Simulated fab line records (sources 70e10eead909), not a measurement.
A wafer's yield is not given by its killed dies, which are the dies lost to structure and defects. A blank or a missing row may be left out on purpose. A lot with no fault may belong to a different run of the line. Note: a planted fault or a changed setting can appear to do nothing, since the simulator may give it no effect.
Which tool did it? ; flow nand harc ; 33 wafers from 11 lots sampled at 6 of the route's 1302 steps

== WHAT THE GAUGES READ, wafer by wafer ==
NHARC_A_CHANNEL_HOLE_D2_INSPECT_40.
lot;measured;on;raw defect count
L830;day 13 06:11;defect inspect-02;301 275 350
L829;day 14 06:53;defect inspect-02;258 218 267
L834;day 15 04:56;defect inspect-02;308 411 352
L835;day 15 20:06;defect inspect-01;228 200 286
L839;day 18 00:04;defect inspect-01;316 432 275
L840;day 18 10:16;defect inspect-01;389 297 251
L846;day 20 20:31;defect inspect-01;1181 1138 1128 1174 1129 1126
L845;day 20 20:41;defect inspect-02;299 285 356
L847;day 21 00:38;defect inspect-01;1058 1036 1031 1041 1035 1030
L850;day 22 06:52;defect inspect-01;235 310 236
L851;day 22 15:50;defect inspect-02;199 286 240

NHARC_END_SORT_01.
lot;measured;on;killed at array;killed at other;killed at periphery;killed dies;killed open;killed short
L839;day 29 11:55;prober-01;52 56 61;0 0 0;3 2 0;55 58 61;3 2 5;6 2 4
L846;day 31 19:02;prober-02;143 154 120;0 4 1;6 11 7;149 169 128;1 7 4;4 1 2
L847;day 32 23:55;prober-01;133 84 120;0 1 2;1 12 4;134 97 126;2 1 2;3 3 2

== WHAT TOOL EACH LOT RAN ON (gives the tool, then ch and the chambers of the sampled wafers, and finally the start) ==
lot;NHARC_A_CHANNEL_HOLE_D2_ETCH_27;NHARC_A_CHANNEL_FILL_D2_ALD_14;NHARC_A_CHANNEL_FILL_D2_ETCHBACK_20;NHARC_A_CHANNEL_FILL_D2_STRIP_28
L830;har etch-02 ch 0,1, day 13 04:31;ald hk-04 ch 0,3, day 13 13:29;rie diel-01 ch 1,3, day 14 07:50;rie diel-01 ch 0,3, day 14 07:55
L829;har etch-01 ch 0,1, day 14 05:13;ald hk-04 ch 0,1,3, day 14 14:09;rie diel-11 ch 1,2, day 15 07:23;rie diel-11 ch 0,1,2, day 15 07:28
L834;har etch-02 ch 0,1, day 15 03:12;ald hk-04 ch 2,3, day 15 12:10;rie diel-01 ch 0,1,3, day 16 05:15;rie diel-01 ch 0,2,3, day 16 05:20
L835;har etch-01 ch 0, day 15 18:24;ald hk-02 ch 2,3, day 16 03:14;rie diel-11 ch 0,2,3, day 16 20:30;rie diel-11 ch 0,1,3, day 16 20:34
L839;har etch-01 ch 0,1, day 17 22:25;ald hk-04 ch 0,2,3, day 18 07:23;rie diel-10 ch 1,2, day 19 00:26;rie diel-10 ch 0,2,3, day 19 00:31
L840;har etch-02 ch 0,1, day 18 08:32;ald hk-04 ch 0,1, day 18 17:29;rie diel-01 ch 0,1,2, day 19 10:30;rie diel-01 ch 0,1, day 19 10:35
L846;har etch-02 ch 0,1, day 20 18:50;ald hk-02 ch 1,2,3, day 21 04:04;rie diel-01 ch 1,2,3, day 21 20:28;rie diel-01 ch 0,1, day 21 20:32
L845;har etch-01 ch 0,1, day 20 19:00;ald hk-02 ch 0,1,3, day 21 03:46;rie diel-11 ch 0,3, day 21 20:25;rie diel-11 ch 1,3, day 21 20:31
L847;har etch-02 ch 0,1, day 20 22:55;ald hk-03 ch 0,2,3, day 21 10:01;rie diel-11 ch 1,2, day 22 01:56;rie diel-11 ch 0,2,3, day 22 02:02
L850;har etch-01 ch 0,1, day 22 05:07;ald hk-04 ch 0,1,3, day 22 14:08;rie diel-01 ch 0,2,3, day 23 06:47;rie diel-01 ch 0,1,3, day 23 06:53
L851;har etch-01 ch 0,1, day 22 14:06;ald hk-03 ch 0,1,3, day 22 23:05;rie diel-01 ch 1,2,3, day 23 16:14;rie diel-01 ch 0,1,3, day 23 16:20
- NHARC_A_CHANNEL_HOLE_D2_ETCH_27: etches the open film in C4F8/O2/Ar, time 90 s, target depth 400 nm.
- NHARC_A_CHANNEL_FILL_D2_ALD_14: deposits SiO2, target thk 2.5 nm, pulse time 10 s, ald cycles 25.
- NHARC_A_CHANNEL_FILL_D2_ETCHBACK_20: etches the open film in C4F8/O2/Ar, target depth 27 nm, time 13.5 s.
- NHARC_A_CHANNEL_FILL_D2_STRIP_28: strips in O2, time 20 s.

== AS READ BY THE TOOLS THEMSELVES (means over the sampled wafers that have a number; for cases with no such wafer, the mark the record gives instead) ==
NHARC_A_CHANNEL_HOLE_D2_ETCH_27.
lot;tool;chamber pressure mTorr (mTorr);drypump motor current A (A);showerhead plenum p Torr (Torr);throttle valve pct (%)
L830;har etch-02;24.978;5.3;3.62;27.624
L829;har etch-01;25.003;6.3;3.69;27.623
L834;har etch-02;25.009;5.3;3.61;27.619
L835;har etch-01;25.014;6.5;3.72;27.620
L839;har etch-01;24.971;6.1;3.63;27.616
L840;har etch-02;25.007;5.2;3.97;27.618
L846;har etch-02;25.003;5.3;3.96;27.614
L845;har etch-01;25.011;6.3;3.64;27.622
L847;har etch-02;25.002;5.3;3.95;27.630
L850;har etch-01;25.011;6.3;3.63;27.614
L851;har etch-01;24.973;6.1;3.59;27.622

NHARC_A_CHANNEL_FILL_D2_ALD_14.
lot;tool;heater power w (W);precursor pulse height rel
L830;ald hk-04;463;1.028
L829;ald hk-04;455;1.011
L834;ald hk-04;459;0.986
L835;ald hk-02;461;0.991
L839;ald hk-04;471;0.997
L840;ald hk-04;439;0.998
L846;ald hk-02;473;1.003
L845;ald hk-02;475;1.002
L847;ald hk-03;485;1.018
L850;ald hk-04;444;0.977
L851;ald hk-03;467;1.001

NHARC_A_CHANNEL_FILL_D2_ETCHBACK_20.
lot;tool;chamber pressure mTorr (mTorr);oes product au (a.u.);rf vpp V (V)
L830;rie diel-01;25.011;1.001;983
L829;rie diel-11;24.999;0.964;977
L834;rie diel-01;25.009;0.963;982
L835;rie diel-11;24.994;1.000;977
L839;rie diel-10;25.013;0.998;977
L840;rie diel-01;25.007;1.001;982
L846;rie diel-01;25.000;1.009;985
L845;rie diel-11;24.979;0.929;977
L847;rie diel-11;24.996;0.976;976
L850;rie diel-01;24.999;0.998;982
L851;rie diel-01;24.992;1.004;985

NHARC_A_CHANNEL_FILL_D2_STRIP_28.
lot;tool;chamber pressure mTorr (mTorr);drypump motor current A (A);oes product au (a.u.);rf vpp V (V);showerhead plenum p Torr (Torr);throttle valve pct (%)
L830;rie diel-01;59.97;5.1;1.003;58.6;3.58;17.034
L829;rie diel-11;60.06;5.7;1.004;56.8;3.48;17.042
L834;rie diel-01;59.93;5.5;1.004;58.4;3.63;17.033
L835;rie diel-11;60.00;5.6;0.998;57.8;3.62;17.043
L839;rie diel-10;59.96;6.0;1.003;57.6;3.61;17.043
L840;rie diel-01;59.97;6.1;0.998;57.1;3.53;17.040
L846;rie diel-01;59.97;6.4;1.011;57.1;3.59;17.039
L845;rie diel-11;60.05;5.4;1.001;58.3;3.74;17.038
L847;rie diel-11;60.03;5.6;1.002;57.4;3.49;17.034
L850;rie diel-01;59.95;5.7;1.003;57.7;3.59;17.046
L851;rie diel-01;59.94;5.7;1.002;58.2;3.59;17.031

== THE ANSWER, worked out from the rows above alone ==
Rule: the usual values come from the lots themselves. The widest of any qualifying gaps counts: lots, ordered by their means at a reading, are off when they make up no more than a third of the lots, leave a main group of 4 or more, and stand apart from it by 3 or more times the standard deviation of that group's means. A main group whose means are all the same, to the digits that the tables above print for the reading, isn't used. Also off: a lot with no number at a reading for which 4 or more lots have one. Where the step has rows for the other lots, those lots are counted as sound. Order of review: gauges by route order, followed by the tools' own readings, for which a lot's mean as printed above is used. The first step at which some lot is off is used, and at that step the reading that is off furthest; a lot without a number counts as furthest.
Off: L846, L847 (NHARC_A_CHANNEL_HOLE_D2_INSPECT_40, raw defect count). For the main group the mean is 291 and the standard deviation 42.
If a tool, at a process step before that reading, ran all the lots that are off and no sound lot after the first of them, it fits. Not tried: the gauges at NHARC_A_CHANNEL_HOLE_D2_INSPECT_40; whatever is off there is also off at NHARC_A_CHANNEL_HOLE_D2_ETCH_27, on other tools, and gauge error can't account for it. One candidate fits, namely har etch-02 at NHARC_A_CHANNEL_HOLE_D2_ETCH_27. A fault onset in the window from L840 (day 18 08:32, its last sound lot) to L846 (day 20 18:50, its first lot off) fits.

== WHAT THE SIMULATOR HAD PUT IN ==
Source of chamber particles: har etch-02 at NHARC_A_CHANNEL_HOLE_D2_ETCH_27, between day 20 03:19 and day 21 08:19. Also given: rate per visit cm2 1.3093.
Shown lots that were struck: L846, L847. The rule above found the same.
